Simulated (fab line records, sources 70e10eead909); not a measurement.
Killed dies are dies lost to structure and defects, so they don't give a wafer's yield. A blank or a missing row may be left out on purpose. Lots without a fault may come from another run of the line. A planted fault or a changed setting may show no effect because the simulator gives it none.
fab line records | flow nand_harc
record lots=24 wafers=72 last_day=25
route steps=1159 shown P_M1@316 P_M2@329 P_BONDPAD@368
lots that met no fault: from a run of the same line without faults
start_h: hours from the record's first day to the start of the lot's first wafer shown | wait_h: hours since the lot's step before | " the same as in the row above | L1.1+2: a row that stands for several wafers | - no value, or no start given | * or withheld: withheld | < > ~ a bound
route shown NAME@n: a module of which the file shows steps, and the number in the route of the first | usual: mean/standard deviation of fault-free wafers | same: alike in all rows | chamber/n: place in a boat | sites: the reading at each site | _std_site: their standard deviation | _edge_site: outer sites' mean less inner sites' | radius_mm: how far each site lies from the wafer's centre | mask NAME#n: copy n | behind: the tool/chamber that last shaped the wafer | hold: why the lot was held/for how many hours/how that ended | device: the transistor (n, p or np) that didn't switch | end of line: the same wafers' tests at the end of the route | a step without rows: its recipe alone | killed: dies lost to structure and defects at the first sort, not the wafer's yield | map: a wafer's dies, x killed, . not, _ none there
set.NAME: the setting as run; set.NAME@STEP: as run at that earlier step | model.NAME: the simulator's own value behind a step, which no gauge read
steps of the route over a sample of lots; a table a step, a row a wafer
services: from which hour (start_h, from the record's first day; less than 0 if before it) a tool's chamber was out of use, for how many hours, and why
## steps
# step NHARC_P_M1_PRE_CLEAN_32
# recipe time_s=12 temp_c=370 rf_power_w=300 gas=NH3
# usual heater_power_w=647/74
# columns lot.wafer tool chamber start_h wait_h heater_power_w
L074.2 pecvd-02 1 118.65 0.2 654
L074.6 " 2 " " 642
L074.4 " 0 " " 682
L075.6 pecvd-02 0 131.15 0.1 690
L075.5 " 1 " " 655
L075.4 " 2 " " 634
L076.1 pecvd-02 1 137.40 0.1 639
L076.4 " 0 " " 731
L076.6 " 2 " " 672
L077.3 pecvd-03 0 143.38 0.1 640
L077.6 " 0 " " 659
L077.5 " 2 " " 745
L078.3 pecvd-03 0 146.96 0.1 585
L078.5 " 0 " " 589
L078.6 " 1 " " 538
L079.2 pecvd-03 0 151.40 0.1 644
L079.1 " 1 " " 541
L079.5 " 1 " " 551
L080.3 pecvd-03 1 162.95 0.1 550
L080.2 " 2 " " 685
L080.1 " 0 " " 689
L082.3 pecvd-02 0 170.66 0.1 683
L082.4 " 1 " " 702
L082.5 " 2 " " 645
L081.1 pecvd-02 0 171.43 0.1 681
L081.5 " 1 " " 679
L081.4 " 2 " " 688
L083.3 pecvd-03 2 172.04 0.2 775
L083.2 " 0 " " 692
L083.5 " 1 " " 539
L085.1 pecvd-02 1 183.28 0.1 575
L085.2 " 2 " " 729
L085.3 " 0 " " 618
L084.1 pecvd-03 1 183.50 0.1 463
L084.2 " 0 " " 670
L084.6 " 2 " " 723
L087.1 pecvd-03 0 196.89 0.1 693
L087.4 " 1 " " 542
L087.6 " 1 " " 533
L086.1 pecvd-02 0 197.23 0.1 702
L086.2 " 2 " " 674
L086.6 " 2 " " 675
L088.1 pecvd-02 0 203.84 0.1 612
L088.3 " 1 " " 656
L088.5 " 1 " " 664
L090.2 pecvd-01 1 210.47 0.1 564
L090.3 " 0 " " 645
L090.6 " 1 " " 553
L089.1 pecvd-02 2 224.09 0.1 664
L089.5 " 2 " " 659
L089.4 " 0 " " 659
L092.3 pecvd-02 2 225.56 0.1 623
L092.6 " 1 " " 639
L092.5 " 2 " " 603
L091.2 pecvd-03 0 227.49 0.1 668
L091.3 " 1 " " 540
L091.5 " 1 " " 522
L093.2 pecvd-03 0 236.70 0.1 637
L093.4 " 0 " " 629
L093.5 " 1 " " 543
L094.2 pecvd-02 2 239.73 0.1 665
L094.3 " 0 " " 690
L094.5 " 1 " " 686
L095.1 pecvd-03 0 249.06 0.1 632
L095.3 " 1 " " 558
L095.5 " 1 " " 536
L096.3 pecvd-03 2 254.67 0.1 708
L096.5 " 2 " " 757
L096.6 " 0 " " 686
L097.1 pecvd-03 2 255.44 0.1 699
L097.5 " 0 " " 607
L097.6 " 2 " " 671
# step NHARC_P_M2_OVL_MEAS_10
# recipe pitch_nm=340
# usual overlay_x_nm=0.2/0.77 overlay_y_nm=-0.5/0.85
# columns lot.wafer tool chamber start_h wait_h overlay_x_nm overlay_y_nm
L074.2 overlay-02 - 120.04 - 0.4 -1.3
L074.4 " - " " -0.4 -1.7
L074.6 " - " " -0.2 -2.2
L075.4 overlay-02 - 132.41 - -0.4 0.8
L075.5 " - " " -0.1 1.0
L075.6 " - " " -0.1 0.4
L076.1 overlay-01 - 138.82 - 0.3 -0.9
L076.4 " - " " -0.1 -0.8
L076.6 " - " " 0.5 -1.2
L077.3 overlay-01 - 144.83 - 0.7 0.4
L077.5 " - " " 1.1 0.8
L077.6 " - " " 0.2 0.7
L078.3 overlay-02 - 148.50 - 0.4 -2.0
L078.5 " - " " 0.5 -2.0
L078.6 " - " " 0.4 -1.7
L079.1 overlay-02 - 152.98 - -0.4 -1.6
L079.2 " - " " -0.1 -1.8
L079.5 " - " " 0.1 -1.5
L080.1 overlay-01 - 164.36 - 0.3 -0.5
L080.2 " - " " -0.2 -1.2
L080.3 " - " " -0.2 -1.0
L082.3 overlay-02 - 172.06 - -0.8 -0.3
L082.4 " - " " -0.1 -1.0
L082.5 " - " " -0.4 -0.6
L081.1 overlay-02 - 172.82 - -0.1 -1.8
L081.4 " - " " 0.7 -1.5
L081.5 " - " " 0.5 -1.6
L083.2 overlay-01 - 173.33 - 1.5 0.9
L083.3 " - " " 1.1 0.7
L083.5 " - " " 1.7 0.2
L085.1 overlay-01 - 184.69 - 1.1 -0.7
L085.2 " - " " 0.9 -0.9
L085.3 " - " " 1.2 0.0
L084.1 overlay-02 - 184.89 - 0.7 0.0
L084.2 " - " " 0.7 -0.1
L084.6 " - " " 0.6 -0.4
L087.1 overlay-02 - 198.49 - 1.8 -0.6
L087.4 " - " " 1.9 -1.0
L087.6 " - " " 2.1 -1.0
L086.1 overlay-01 - 198.66 - -0.3 -0.6
L086.2 " - " " -0.2 -0.2
L086.6 " - " " -0.4 -0.3
L088.1 overlay-01 - 205.22 - 1.4 -0.5
L088.3 " - " " 1.2 -1.0
L088.5 " - " " 0.8 -0.5
L090.2 overlay-01 - 211.74 - -1.8 0.2
L090.3 " - " " -1.7 0.5
L090.6 " - " " -1.2 0.1
L089.1 overlay-01 - 225.57 - -0.8 -0.1
L089.4 " - " " -0.8 -0.3
L089.5 " - " " -0.9 0.0
L092.3 overlay-02 - 226.84 - 0.1 -1.8
L092.5 " - " " 0.3 -1.2
L092.6 " - " " 0.1 -2.0
L091.2 overlay-02 - 228.87 - 0.0 0.1
L091.3 " - " " -0.1 0.0
L091.5 " - " " -0.1 -0.5
L093.2 overlay-02 - 238.10 - 1.1 -0.7
L093.4 " - " " 0.5 -0.9
L093.5 " - " " 0.5 -0.4
L094.2 overlay-02 - 240.98 - 0.4 -0.1
L094.3 " - " " -0.1 -0.1
L094.5 " - " " 0.3 0.2
L095.1 overlay-02 - 250.38 - 0.3 -0.2
L095.3 " - " " 0.1 -0.1
L095.5 " - " " 0.0 -0.3
L096.3 overlay-01 - 255.98 - 0.7 1.3
L096.5 " - " " 1.2 0.8
L096.6 " - " " 0.2 1.1
L097.1 overlay-01 - 256.73 - 0.9 -0.5
L097.5 " - " " 1.5 -0.9
L097.6 " - " " 0.9 -0.5
# step NHARC_P_M2_ANNEAL_31
# recipe temp_c=225 time_s=90
# usual wafer_temp_C_max=225.9/0.36
# columns lot.wafer tool chamber start_h wait_h wafer_temp_C_max
L074.2 rtp_anneal-02 0 122.18 0.3 225.9
L074.4 " 0 " " 225.8
L074.6 " 0 " " 225.9
L075.4 rtp_anneal-01 0 134.48 0.4 226.1
L075.5 " 0 " " 226.1
L075.6 " 0 " " 226.5
L076.1 rtp_anneal-02 0 140.68 0.3 225.9
L076.4 " 0 " " 225.5
L076.6 " 0 " " 225.5
L077.3 rtp_anneal-01 0 146.80 - 226.7
L077.5 " 0 " " 226.4
L077.6 " 0 " " 226.2
L078.3 rtp_anneal-02 0 150.46 - 225.5
L078.5 " 0 " " 225.5
L078.6 " 0 " " 225.7
L079.1 rtp_anneal-01 0 155.33 - 226.0
L079.2 " 0 " " 225.8
L079.5 " 0 " " 226.1
L080.1 rtp_anneal-02 0 166.49 - 225.6
L080.2 " 0 " " 225.8
L080.3 " 0 " " 225.6
L082.3 rtp_anneal-01 0 174.04 0.4 226.5
L082.4 " 0 " " 226.7
L082.5 " 0 " " 226.3
L081.1 rtp_anneal-01 0 174.88 0.4 225.8
L081.4 " 0 " " 226.3
L081.5 " 0 " " 226.3
L083.2 rtp_anneal-02 0 175.47 0.6 225.6
L083.3 " 0 " " 225.5
L083.5 " 0 " " 225.6
L085.1 rtp_anneal-02 0 186.59 0.4 225.4
L085.2 " 0 " " 225.7
L085.3 " 0 " " 225.4
L084.1 rtp_anneal-01 0 186.89 - 225.8
L084.2 " 0 " " 225.8
L084.6 " 0 " " 225.9
L087.1 rtp_anneal-02 0 200.35 0.3 225.6
L087.4 " 0 " " 225.5
L087.6 " 0 " " 225.5
L086.1 rtp_anneal-01 0 200.51 - 226.1
L086.2 " 0 " " 226.0
L086.6 " 0 " " 226.2
L088.1 rtp_anneal-02 0 207.08 0.3 225.8
L088.3 " 0 " " 225.5
L088.5 " 0 " " 225.6
L090.2 rtp_anneal-02 0 213.65 0.3 225.9
L090.3 " 0 " " 226.0
L090.6 " 0 " " 225.8
L089.1 rtp_anneal-01 0 227.43 - 226.2
L089.4 " 0 " " 226.2
L089.5 " 0 " " 225.9
L092.3 rtp_anneal-01 0 228.83 - 226.5
L092.5 " 0 " " 225.8
L092.6 " 0 " " 226.1
L091.2 rtp_anneal-01 0 230.77 0.4 226.3
L091.3 " 0 " " 226.5
L091.5 " 0 " " 225.9
L093.2 rtp_anneal-01 0 240.01 0.4 226.3
L093.4 " 0 " " 226.5
L093.5 " 0 " " 226.2
L094.2 rtp_anneal-01 0 242.89 0.3 226.3
L094.3 " 0 " " 225.8
L094.5 " 0 " " 225.9
L095.1 rtp_anneal-02 0 252.34 0.3 225.6
L095.3 " 0 " " 225.4
L095.5 " 0 " " 225.6
L096.3 rtp_anneal-02 0 258.42 0.4 225.8
L096.5 " 0 " " 225.6
L096.6 " 0 " " 225.5
L097.1 rtp_anneal-02 0 258.64 - 225.5
L097.5 " 0 " " 226.0
L097.6 " 0 " " 226.1
# step NHARC_P_M2_THK_MEAS_24
# recipe thk_meas_gauge=xrf
# usual thk_nm=143.6/1.7
# columns lot.wafer tool chamber start_h wait_h thk_nm
L074.2 film_metro-02 - 122.80 - 143.6
L074.4 " - " " 145.6
L074.6 " - " " 145.0
L075.4 film_metro-01 - 134.99 - 145.7
L075.5 " - " " 142.0
L075.6 " - " " 145.2
L076.1 film_metro-01 - 141.34 - 144.1
L076.4 " - " " 145.6
L076.6 " - " " 143.9
L077.3 film_metro-01 - 147.36 - 145.4
L077.5 " - " " 143.2
L077.6 " - " " 145.5
L078.3 film_metro-02 - 151.04 - 141.7
L078.5 " - " " 141.5
L078.6 " - " " 142.9
L079.1 film_metro-02 - 155.99 - 142.5
L079.2 " - " " 144.2
L079.5 " - " " 140.4
L080.1 film_metro-01 - 167.16 - 144.9
L080.2 " - " " 145.5
L080.3 " - " " 141.3
L082.3 film_metro-01 - 174.60 - 144.6
L082.4 " - " " 144.3
L082.5 " - " " 145.8
L081.1 film_metro-02 - 175.54 - 147.7
L081.4 " - " " 144.8
L081.5 " - " " 146.1
L083.2 film_metro-02 - 176.08 - 145.5
L083.3 " - " " 143.0
L083.5 " - " " 143.9
L085.1 film_metro-02 - 187.25 - 143.7
L085.2 " - " " 142.7
L085.3 " - " " 143.8
L084.1 film_metro-01 - 187.54 - 145.3
L084.2 " - " " 143.5
L084.6 " - " " 144.4
L087.1 film_metro-02 - 201.00 - 145.1
L087.4 " - " " 146.5
L087.6 " - " " 146.1
L086.1 film_metro-02 - 201.17 - 144.0
L086.2 " - " " 143.4
L086.6 " - " " 140.8
L088.1 film_metro-02 - 207.74 - 145.4
L088.3 " - " " 145.7
L088.5 " - " " 147.8
L090.2 film_metro-01 - 214.27 - 140.3
L090.3 " - " " 144.1
L090.6 " - " " 143.1
L089.1 film_metro-01 - 228.08 - 142.2
L089.4 " - " " 143.2
L089.5 " - " " 144.9
L092.3 film_metro-02 - 229.39 - 142.9
L092.5 " - " " 144.0
L092.6 " - " " 143.0
L091.2 film_metro-01 - 231.38 - 142.5
L091.3 " - " " 141.8
L091.5 " - " " 143.2
L093.2 film_metro-01 - 240.62 - 142.5
L093.4 " - " " 143.9
L093.5 " - " " 143.4
L094.2 film_metro-01 - 243.50 - 142.9
L094.3 " - " " 141.7
L094.5 " - " " 141.6
L095.1 film_metro-01 - 252.99 - 143.9
L095.3 " - " " 141.0
L095.5 " - " " 144.3
L096.3 film_metro-02 - 258.97 - 141.4
L096.5 " - " " 142.6
L096.6 " - " " 144.9
L097.1 film_metro-02 - 259.29 - 146.5
L097.5 " - " " 142.6
L097.6 " - " " 144.2
# step NHARC_P_BONDPAD_ETCH_37
# recipe target_depth_a=600 overetch_a=180 time_s=65.91 ion_energy_ev=200 n2_flow_sccm=150 h2_flow_sccm=150 ar_flow_sccm=0 rf_w=400 bias_w=150 chemistry=N2/H2
# usual drypump_motor_current_A=5.7/0.35 oes_product_au=0.997/0.014 rf_vpp_V=431.4/2.5 showerhead_plenum_p_Torr=2.07/0.085 throttle_valve_pct=14.172/0.0091
# columns lot.wafer tool chamber start_h wait_h drypump_motor_current_A oes_product_au rf_hours_counter_h rf_vpp_V showerhead_plenum_p_Torr throttle_valve_pct
L074.4 rie_diel-04 3 125.03 0.1 5.8 0.986 1 431.7 2.08 14.167
L074.2 " 1 " " 5.7 0.978 0 431.3 2.08 14.163
L074.6 " 3 " " 5.8 0.984 - 431.7 2.08 14.172
L075.4 rie_diel-04 2 137.25 0.1 5.4 1.007 1 432.3 2.08 14.159
L075.5 " 0 " " 6.2 1.011 - 433.3 2.20 14.178
L075.6 " 1 " " 5.7 0.984 - 431.5 2.08 14.176
L076.4 rie_diel-08 0 144.05 0.1 5.4 1.039 5 428.7 1.96 14.161
L076.1 " 1 " " 6.0 1.031 6 428.5 1.93 14.182
L076.6 " 3 " " 5.3 1.016 - 425.4 1.91 14.171
L077.3 rie_diel-08 0 149.64 0.1 5.4 1.020 7 427.6 1.96 14.160
L077.6 " 0 " " 5.4 1.031 - 429.5 1.96 14.191
L077.5 " 1 " " 6.0 1.022 - 427.0 1.93 14.171
L078.3 rie_diel-04 1 153.44 0.1 5.7 0.979 3 433.2 2.08 14.176
L078.5 " 3 " " 5.8 0.999 - 431.9 2.08 14.169
L078.6 " 0 " " 6.2 1.002 - 435.5 2.20 14.175
L079.1 rie_diel-04 3 159.38 0.1 5.8 1.003 4 430.8 2.08 14.160
L079.2 " 0 " " 6.2 0.999 4 434.8 2.20 14.171
L079.5 " 3 " " 5.8 0.992 - 431.2 2.08 14.170
L080.2 rie_diel-04 3 169.90 0.6 5.8 0.990 5 432.4 2.08 14.168
L080.3 " 1 " " 5.7 0.966 4 432.3 2.08 14.170
L080.1 " 2 " " 5.4 0.993 5 431.5 2.08 14.170
L082.3 rie_diel-04 3 176.88 0.1 5.8 1.000 6 431.3 2.08 14.164
L082.4 " 0 " " 6.2 0.992 5 433.8 2.20 14.172
L082.5 " 1 " " 5.7 0.974 - 431.1 2.08 14.159
L081.4 rie_diel-04 0 177.83 0.1 6.2 0.996 6 434.0 2.20 14.165
L081.1 " 1 " " 5.7 0.976 4 433.3 2.08 14.162
L081.5 " 2 " " 5.4 0.997 - 431.9 2.08 14.177
L083.3 rie_diel-08 2 178.43 0.1 5.0 0.987 20 427.5 1.95 14.169
L083.2 " 3 " " 5.3 1.007 21 426.1 1.90 14.178
L083.5 " 0 " " 5.4 1.009 - 427.4 1.96 14.182
L085.3 rie_diel-04 3 189.50 0.1 5.8 1.003 7 432.1 2.08 14.193
L085.1 " 0 " " 6.2 1.010 7 433.5 2.20 14.176
L085.2 " 1 " " 5.7 0.971 6 430.7 2.08 14.176
L084.1 rie_diel-05 1 189.81 0.1 6.5 0.986 6 435.0 2.17 14.179
L084.2 " 2 " " 6.1 1.010 7 429.3 2.00 14.174
L084.6 " 1 " " 6.5 0.994 - 434.6 2.17 14.182
L087.4 rie_diel-04 2 203.26 0.1 5.4 1.007 7 432.1 2.08 14.179
L087.1 " 1 " " 5.7 0.990 7 431.1 2.08 14.154
L087.6 " 2 " " 5.4 1.003 - 431.9 2.08 14.163
L086.2 rie_diel-05 1 203.47 0.1 6.5 0.994 11 435.7 2.16 14.169
L086.1 " 2 " " 6.1 1.018 12 428.0 2.00 14.161
L086.6 " 1 " " 6.5 0.990 - 433.8 2.16 14.163
L088.3 rie_diel-04 3 209.99 0.1 5.8 0.976 8 431.4 2.08 14.172
L088.1 " 0 " " 6.2 0.998 8 436.2 2.20 14.184
L088.5 " 2 " " 5.4 0.987 - 431.3 2.08 14.182
L090.3 rie_diel-04 2 216.39 0.1 5.4 0.995 9 432.3 2.08 14.155
L090.2 " 0 " " 6.2 0.996 9 433.7 2.20 14.169
L090.6 " 1 " " 5.7 0.980 - 431.7 2.08 14.183
L089.4 rie_diel-04 3 230.31 0.1 5.9 0.989 10 430.7 2.08 14.174
L089.1 " 0 " " 6.2 0.999 11 435.5 2.19 14.178
L089.5 " 3 " " 5.9 0.987 - 431.6 2.08 14.171
L092.3 rie_diel-04 3 231.62 0.1 5.8 0.980 11 432.5 2.08 14.157
L092.5 " 2 " " 5.4 1.007 - 431.9 2.08 14.183
L092.6 " 3 " " 5.8 0.986 - 430.8 2.08 14.177
L091.2 rie_diel-04 3 233.83 0.1 5.8 0.988 11 431.6 2.08 14.176
L091.3 " 0 " " 6.2 1.005 11 435.8 2.19 14.153
L091.5 " 0 " " 6.2 1.007 - 435.1 2.20 14.175
L093.4 rie_diel-08 3 242.83 0.1 5.3 1.016 41 427.0 1.90 14.177
L093.2 " 1 " " 6.0 1.004 39 427.6 1.92 14.160
L093.5 " 3 " " 5.3 1.027 - 426.9 1.90 14.164
L094.2 rie_diel-04 0 245.86 0.1 6.2 1.007 12 435.6 2.19 14.168
L094.3 " 2 " " 5.4 1.001 12 432.2 2.08 14.165
L094.5 " 1 " " 5.7 0.974 - 431.8 2.08 14.172
L095.1 rie_diel-04 0 255.24 0.1 6.2 1.004 13 435.6 2.19 14.184
L095.3 " 2 " " 5.4 1.003 12 432.8 2.08 14.174
L095.5 " 3 " " 5.8 0.989 - 431.6 2.07 14.178
L096.3 rie_diel-05 2 261.21 0.1 6.1 1.010 35 429.4 1.99 14.172
L096.5 " 2 " " 6.1 1.004 - 429.3 1.99 14.175
L096.6 " 3 " " 5.7 0.996 - 429.0 1.97 14.169
L097.1 rie_diel-04 1 261.41 0.1 5.7 0.966 13 432.2 2.08 14.173
L097.6 " 3 " " 5.8 0.996 - 431.7 2.08 14.171
L097.5 " 0 " " 6.2 1.000 - 434.7 2.19 14.180
# step NHARC_P_BONDPAD_PVD_27
# recipe target_thk_a=300 chamber_pressure_pa=5 power_w=5000 substrate_temp_c=30 time_s=20.49 material=Cu
# usual chamber_pressure_pa=5.001/0.011 throttle_valve_pct=30.0/0.71
# columns lot.wafer tool chamber start_h wait_h chamber_pressure_pa throttle_valve_pct
L074.2 pvd_sputter-01 - 126.15 - 5.003 30.3
L074.4 " - " " 4.977 30.1
L074.6 " - " " 5.004 30.2
L075.4 pvd_sputter-02 - - - 5.007 29.7
L075.5 " - " " 5.001 29.5
L075.6 " - " " 5.006 30.3
L076.4 pvd_sputter-02 - - - 5.004 29.5
L076.1 " - " " 5.012 30.7
L076.6 " - " " 4.996 29.4
L077.3 pvd_sputter-01 - - - 5.009 30.0
L077.5 " - " " 4.996 30.5
L077.6 " - " " 5.004 30.0
L078.3 pvd_sputter-01 - - - 4.996 30.4
L078.5 " - " " 4.992 30.4
L078.6 " - " " 5.000 29.9
L079.1 pvd_sputter-02 - - - 4.989 29.6
L079.2 " - " " 5.006 30.7
L079.5 " - " " 5.007 30.7
L080.1 pvd_sputter-01 - - - 4.990 29.9
L080.2 " - " " 4.996 30.2
L080.3 " - " " 5.010 30.9
L082.4 pvd_sputter-02 - - - 5.001 30.9
L082.3 " - " " 4.989 30.4
L082.5 " - " " 5.010 30.7
L081.1 pvd_sputter-01 - - - 5.018 29.6
L081.4 " - " " 4.994 30.0
L081.5 " - " " 4.999 31.0
L083.3 pvd_sputter-03 - - - 5.009 28.7
L083.2 " - " " 5.014 29.4
L083.5 " - " " 5.015 28.8
L085.1 pvd_sputter-03 - - - 5.004 29.6
L085.3 " - " " 4.997 29.0
L085.2 " - " " 4.978 30.1
L084.2 pvd_sputter-03 - - - 5.009 30.8
L084.1 " - " " 5.018 30.3
L084.6 " - " " 5.007 30.9
L087.1 pvd_sputter-02 - - - 5.004 30.4
L087.4 " - " " 4.987 29.4
L087.6 " - " " 4.998 29.6
L086.1 pvd_sputter-03 - - - 5.005 30.9
L086.2 " - " " 5.019 30.9
L086.6 " - " " 5.025 31.0
L088.3 pvd_sputter-01 - - - 5.004 31.1
L088.1 " - " " 5.008 29.8
L088.5 " - " " 5.011 30.9
L090.3 pvd_sputter-03 - - - 5.010 30.9
L090.2 " - " " 4.989 29.2
L090.6 " - " " 5.002 29.0
L089.1 pvd_sputter-03 - - - 4.982 30.7
L089.4 " - " " 4.992 30.7
L089.5 " - " " 5.015 28.8
L092.3 pvd_sputter-01 - - - 5.016 29.4
L092.6 " - " " 5.006 29.5
L092.5 " - " " 5.000 30.0
L091.3 pvd_sputter-03 - - - 4.993 28.6
L091.2 " - " " 5.010 30.9
L091.5 " - " " 4.989 28.7
L093.2 pvd_sputter-03 - - - 5.004 30.4
L093.4 " - " " 5.011 31.0
L093.5 " - " " 4.983 29.6
L094.3 pvd_sputter-01 - - - 5.009 29.4
L094.2 " - " " 5.033 30.2
L094.5 " - " " 4.995 30.4
L095.1 pvd_sputter-03 - - - 5.006 28.6
L095.3 " - " " 5.021 30.6
L095.5 " - " " 5.010 29.3
L096.3 pvd_sputter-03 - - - 4.975 28.6
L096.6 " - " " 5.002 30.8
L096.5 " - " " 4.997 29.5
L097.1 pvd_sputter-03 - - - 5.003 28.8
L097.6 " - " " 4.987 30.2
L097.5 " - " " 4.974 30.9
## services
# columns tool chamber start_h hours kind
pecvd-01 1 96.11 2.6 repair
rie_diel-05 - 101.42 4.1 repair
pvd_sputter-03 - 102.00 10.0 pm
rie_diel-08 0 107.52 1.8 repair
pecvd-03 - 111.05 13.0 pm
rie_diel-04 - 111.90 9.0 pm
pvd_sputter-02 - 118.04 4.2 repair
rie_diel-04 1 129.98 6.6 repair
pecvd-01 2 135.80 30.1 repair
pecvd-01 1 142.07 6.4 repair
pecvd-02 - 145.32 0.5 repair
pvd_sputter-02 - 152.93 3.7 repair
pecvd-02 - 153.17 13.0 pm
pvd_sputter-01 - 158.00 10.0 pm
pvd_sputter-02 - 162.59 11.5 repair
rie_diel-05 - 163.67 9.0 pm
rie_diel-05 3 189.65 21.6 repair
pvd_sputter-02 - 190.13 2.5 repair
rie_diel-05 0 207.28 3.5 repair
pvd_sputter-01 - 212.95 16.6 repair
rie_diel-04 - 226.02 1.5 repair
rie_diel-08 0 230.90 4.1 repair
rie_diel-08 2 253.28 3.2 repair
pvd_sputter-02 - 260.25 2.3 repair
## key
fault none
